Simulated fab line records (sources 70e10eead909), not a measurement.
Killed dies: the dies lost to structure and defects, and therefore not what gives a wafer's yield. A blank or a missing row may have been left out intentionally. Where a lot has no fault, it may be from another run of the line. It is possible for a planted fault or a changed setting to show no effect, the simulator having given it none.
What tool caused it? | flow nand-harc | 72 wafers from 24 lots sampled at 5 of the route's 1159 steps

== WHAT EACH GAUGE READ, for each wafer ==
NHARC_P_M1_CD_MEAS_09 targets a cd of 130 nm. Usual: cd-nm at 129.1 nm, with a standard deviation of 0.92.
lot  | measured     | on        | cd-nm (nm)        | flag
L074 | day 6 10:38  | cd-sem-03 | 127.7 128.8 128.0 |
L075 | day 6 11:20  | cd-sem-01 | 129.8 129.6 129.7 |
L076 | day 6 17:30  | cd-sem-02 | 128.2 129.5 128.8 |
L077 | day 6 18:54  | cd-sem-02 | 130.2 128.8 129.2 |
L078 | day 6 19:05  | cd-sem-03 | 129.2 128.3 127.7 |
L079 | day 7 09:18  | cd-sem-03 | 127.7 128.9 128.0 |
L081 | day 7 20:29  | cd-sem-03 | 129.6 129.3 129.7 |
L080 | day 7 21:13  | cd-sem-02 | 128.6 130.7 128.9 |
L083 | day 8 05:11  | cd-sem-02 | 128.5 128.5 129.4 |
L082 | day 8 08:31  | cd-sem-01 | 128.5 128.1 128.5 |
L084 | day 8 09:05  | cd-sem-02 | 129.7 129.7 128.5 |
L086 | day 9 06:01  | cd-sem-02 | 128.6 128.9 129.8 |
L087 | day 9 06:15  | cd-sem-01 | 129.3 128.0 129.5 |
L085 | day 9 06:49  | cd-sem-01 | 127.9 129.1 128.4 |
L088 | day 9 09:20  | cd-sem-03 | 129.1 130.1 129.5 |
L090 | day 9 23:59  | cd-sem-01 | 127.5 127.9 128.6 |
L089 | day 10 00:41 | cd-sem-01 | 129.9 130.2 130.1 |
L091 | day 10 07:26 | cd-sem-01 | 129.7 130.9 129.9 |
L092 | day 10 09:56 | cd-sem-03 | 129.8 129.1 129.1 |
L093 | day 10 19:05 | cd-sem-01 | 130.6 131.0 130.8 |
L094 | day 11 00:28 | cd-sem-01 | 128.7 130.6 129.9 |
L095 | day 11 00:59 | cd-sem-01 | 127.4 130.3 128.5 |
L096 | day 11 06:04 | cd-sem-03 | 129.1 128.0 128.6 |
L097 | day 11 17:14 | cd-sem-03 | 129.9 128.4 130.8 |

NHARC_P_M2_CD_MEAS_09 targets a cd of 170 nm. Usual: cd-nm at 170.6 nm, with a standard deviation of 0.65.
lot  | measured     | on        | cd-nm (nm)        | flag
L074 | day 6 14:53  | cd-sem-01 | 171.3 171.1 170.0 |
L075 | day 6 15:26  | cd-sem-02 | 169.9 170.2 170.6 |
L076 | day 6 22:09  | cd-sem-01 | 169.5 169.8 170.4 |
L077 | day 6 23:18  | cd-sem-03 | 170.8 171.0 169.6 |
L078 | day 6 23:44  | cd-sem-01 | 169.6 170.0 170.7 |
L079 | day 7 13:28  | cd-sem-03 | 170.8 171.6 170.8 |
L081 | day 8 00:41  | cd-sem-01 | 169.9 170.7 170.1 |
L080 | day 8 01:28  | cd-sem-01 | 171.4 170.6 170.7 |
L083 | day 8 09:31  | cd-sem-03 | 171.2 170.8 171.3 |
L082 | day 8 12:40  | cd-sem-03 | 170.3 169.2 170.5 |
L084 | day 8 13:14  | cd-sem-03 | 169.2 171.2 171.2 |
L086 | day 9 10:23  | cd-sem-01 | 171.9 170.9 171.1 |
L087 | day 9 10:33  | cd-sem-01 | 171.1 171.3 171.7 |
L085 | day 9 11:17  | cd-sem-02 | 171.3 172.0 170.8 |
L088 | day 9 13:31  | cd-sem-01 | 170.6 170.6 169.4 |
L090 | day 10 04:06 | cd-sem-01 | 170.3 169.8 169.7 |
L089 | day 10 04:46 | cd-sem-02 | 170.2 169.8 170.3 |
L091 | day 10 11:35 | cd-sem-02 | 170.5 171.0 170.2 |
L092 | day 10 14:01 | cd-sem-03 | 171.1 170.8 171.7 |
L093 | day 10 23:16 | cd-sem-03 | 171.1 170.7 171.7 |
L094 | day 11 04:30 | cd-sem-03 | 170.6 171.2 170.1 |
L095 | day 11 05:10 | cd-sem-02 | 171.0 170.5 170.8 |
L096 | day 11 10:29 | cd-sem-02 | 170.9 168.6 170.6 |
L097 | day 11 21:29 | cd-sem-01 | 170.5 169.8 171.0 |

NHARC_P_M2_INSPECT_27. Usual: raw-defect-count at 336, with a standard deviation of 110.
lot  | measured     | on                | raw-defect-count | flag
L074 | day 6 17:52  | defect-inspect-02 | 360 431 232      |
L075 | day 6 18:14  | defect-inspect-02 | 254 261 575      |
L076 | day 7 00:58  | defect-inspect-02 | 185 263 420      |
L077 | day 7 02:07  | defect-inspect-01 | 368 434 257      |
L078 | day 7 02:46  | defect-inspect-01 | 234 312 408      |
L079 | day 7 16:16  | defect-inspect-01 | 485 172 312      |
L081 | day 8 03:31  | defect-inspect-02 | 331 317 263      |
L080 | day 8 04:14  | defect-inspect-01 | 160 233 261      |
L083 | day 8 12:17  | defect-inspect-02 | 604 287 595      |
L082 | day 8 15:28  | defect-inspect-02 | 337 259 526      |
L084 | day 8 16:02  | defect-inspect-02 | 399 177 231      |
L086 | day 9 13:25  | defect-inspect-01 | 331 283 309      |
L087 | day 9 13:46  | defect-inspect-01 | 397 242 466      |
L085 | day 9 14:11  | defect-inspect-02 | 304 447 613      |
L088 | day 9 16:16  | defect-inspect-01 | 307 401 254      |
L090 | day 10 06:51 | defect-inspect-01 | 321 292 385      |
L089 | day 10 07:32 | defect-inspect-02 | 675 613 497      |
L091 | day 10 14:20 | defect-inspect-02 | 193 212 178      |
L092 | day 10 16:47 | defect-inspect-02 | 262 231 261      |
L093 | day 11 02:03 | defect-inspect-01 | 462 414 255      |
L094 | day 11 07:22 | defect-inspect-02 | 535 201 462      |
L095 | day 11 08:25 | defect-inspect-02 | 398 487 273      |
L096 | day 11 13:18 | defect-inspect-02 | 229 311 452      |
L097 | day 12 00:13 | defect-inspect-02 | 231 274 207      |

== EACH LOT AND THE TOOL THAT RAN IT (in order: tool; ch and the chambers of the sampled wafers; start) ==
lot  | NHARC_P_M1_CMP_23             | NHARC_P_M1_PRE_CLEAN_32
L074 | cmp-01 ch 0,2,3, day 6 13:01  | pecvd-04 ch 0,1,2, day 6 13:34
L075 | cmp-03 ch 0,1,3, day 6 13:42  | pecvd-02 ch 1,2, day 6 14:14
L076 | cmp-03 ch 0,2,3, day 6 20:21  | pecvd-04 ch 0,1, day 6 20:48
L077 | cmp-02 ch 0,1,3, day 6 21:32  | pecvd-02 ch 0,2, day 6 22:04
L078 | cmp-01 ch 0,1,2, day 6 21:55  | pecvd-04 ch 1,2, day 6 22:33
L079 | cmp-02 ch 0,1, day 7 11:35    | pecvd-04 ch 0,1,2, day 7 12:09
L081 | cmp-02 ch 0,2,3, day 7 22:53  | pecvd-02 ch 0,1, day 7 23:23
L080 | cmp-03 ch 1,2,3, day 7 23:42  | pecvd-04 ch 0,1,2, day 8 00:10
L083 | cmp-03 ch 0,3, day 8 07:37    | pecvd-03 ch 0,1, day 8 08:10
L082 | cmp-02 ch 0,1,2, day 8 10:52  | pecvd-02 ch 0,1,2, day 8 11:22
L084 | cmp-03 ch 0,1,3, day 8 11:26  | pecvd-03 ch 0,1,2, day 8 11:56
L086 | cmp-03 ch 0,1, day 9 08:21    | pecvd-02 ch 0,2, day 9 09:05
L087 | cmp-02 ch 2,3, day 9 08:34    | pecvd-03 ch 1,2, day 9 09:07
L085 | cmp-01 ch 0,1,2, day 9 09:07  | pecvd-02 ch 0,1,2, day 9 09:57
L088 | cmp-02 ch 0,1,3, day 9 11:41  | pecvd-02 ch 1,2, day 9 12:11
L090 | cmp-02 ch 0,2, day 10 02:23   | pecvd-02 ch 0,1,2, day 10 02:54
L089 | cmp-01 ch 0,1, day 10 03:01   | pecvd-02 ch 0,1,2, day 10 03:34
L091 | cmp-03 ch 0,1,3, day 10 09:45 | pecvd-02 ch 0,1,2, day 10 10:17
L092 | cmp-01 ch 2,3, day 10 12:17   | pecvd-02 ch 0,1,2, day 10 12:49
L093 | cmp-02 ch 0,2,3, day 10 21:27 | pecvd-02 ch 0,1,2, day 10 21:56
L094 | cmp-03 ch 0,2,3, day 11 02:45 | pecvd-02 ch 0,2, day 11 03:19
L095 | cmp-02 ch 1,2,3, day 11 03:19 | pecvd-03 ch 0,1,2, day 11 03:50
L096 | cmp-03 ch 0,1,2, day 11 08:24 | pecvd-02 ch 0,1,2, day 11 08:59
L097 | cmp-02 ch 1,2, day 11 19:34   | pecvd-02 ch 0,1,2, day 11 20:07
- NHARC_P_M1_CMP_23: polishes, t overpolish 20 s, target thk 157.82 nm.
- NHARC_P_M1_PRE_CLEAN_32: time 12 s.

== WHAT THE TOOLS THEMSELVES READ (means of the sampled wafers that have a number; where no wafer has one, the mark that the record gives instead) ==
NHARC_P_M1_CMP_23. Usual: motor-current-A 12.0 A, standard deviation 0.9; pad-life-wafers 246, standard deviation 150; time-to-endpoint-s 29 s, standard deviation 3.2.
lot  | tool   | motor-current-A (A) | pad-life-wafers | time-to-endpoint-s (s) | flag
L074 | cmp-01 | 11.2                | 265             | 28                     |
L075 | cmp-03 | 11.6                | 398             | 29                     |
L076 | cmp-03 | 11.6                | 429             | 32                     |
L077 | cmp-02 | 12.2                | 68              | 29                     |
L078 | cmp-01 | 11.5                | 327             | 27                     |
L079 | cmp-02 | 11.6                | 122             | 28                     |
L081 | cmp-02 | 13.3                | 206             | 23                     |
L080 | cmp-03 | 11.8                | 9               | 30                     |
L083 | cmp-03 | 11.7                | 54              | 29                     |
L082 | cmp-02 | 11.9                | 284             | 25                     |
L084 | cmp-03 | 11.4                | 69              | 31                     |
L086 | cmp-03 | 11.4                | 180             | 29                     |
L087 | cmp-02 | 13.3                | 396             | 26                     |
L085 | cmp-01 | 11.7                | 121             | 32                     |
L088 | cmp-02 | 12.4                | 416             | 27                     |
L090 | cmp-02 | 12.2                | 494             | 26                     |
L089 | cmp-01 | 11.7                | 230             | 33                     |
L091 | cmp-03 | 11.3                | 331             | 29                     |
L092 | cmp-01 | 11.4                | 282             | 24                     |
L093 | cmp-02 | 12.9                | 50              | 31                     |
L094 | cmp-03 | 11.5                | 434             | 31                     |
L095 | cmp-02 | 12.5                | 80              | 28                     |
L096 | cmp-03 | 11.7                | 476             | 28                     |
L097 | cmp-02 | 12.4                | 174             | 30                     |

NHARC_P_M1_PRE_CLEAN_32. Usual: heater-power-w 596 W, standard deviation 82; rf-fwd-power-W 292.5 W, standard deviation 0.85.
lot  | tool     | heater-power-w (W) | rf-fwd-power-W (W) | flag
L074 | pecvd-04 | 536                | 292.4              |
L075 | pecvd-02 | 551                | 292.4              |
L076 | pecvd-04 | 495                | 292.7              |
L077 | pecvd-02 | 590                | 292.7              |
L078 | pecvd-04 | 574                | 291.7              |
L079 | pecvd-04 | 556                | 293.0              |
L081 | pecvd-02 | 654                | 291.7              |
L080 | pecvd-04 | 578                | 292.2              |
L083 | pecvd-03 | 593                | 292.2              |
L082 | pecvd-02 | 599                | 292.3              |
L084 | pecvd-03 | 666                | 292.2              |
L086 | pecvd-02 | 597                | 293.0              |
L087 | pecvd-03 | 671                | 293.1              |
L085 | pecvd-02 | 556                | 292.2              |
L088 | pecvd-02 | 579                | 292.5              |
L090 | pecvd-02 | 602                | 292.9              |
L089 | pecvd-02 | 609                | 291.7              |
L091 | pecvd-02 | 589                | 292.5              |
L092 | pecvd-02 | 620                | 293.1              |
L093 | pecvd-02 | 589                | 291.7              |
L094 | pecvd-02 | 650                | 292.5              |
L095 | pecvd-03 | 672                | 292.4              |
L096 | pecvd-02 | 575                | 292.9              |
L097 | pecvd-02 | 570                | 291.8              |

== THE ANSWER, worked out from the rows above alone ==
Rule: a lot is off if the mean of its wafers that have a number lies more than 3 standard deviations from the usual mean. A lot without any number at a reading at which 4 lots or more have one is off too. All remaining lots with rows at the step are treated as sound. After the gauges, taken in route order, come the tools' own readings; for these a lot's mean is taken, as printed above. At the first step where some lot is off, the reading lying furthest off is the one used; lots without a number count as furthest.
No lot is off at any reading shown: from this, nothing can be told.

== WHAT THE SIMULATOR PUT IN ==
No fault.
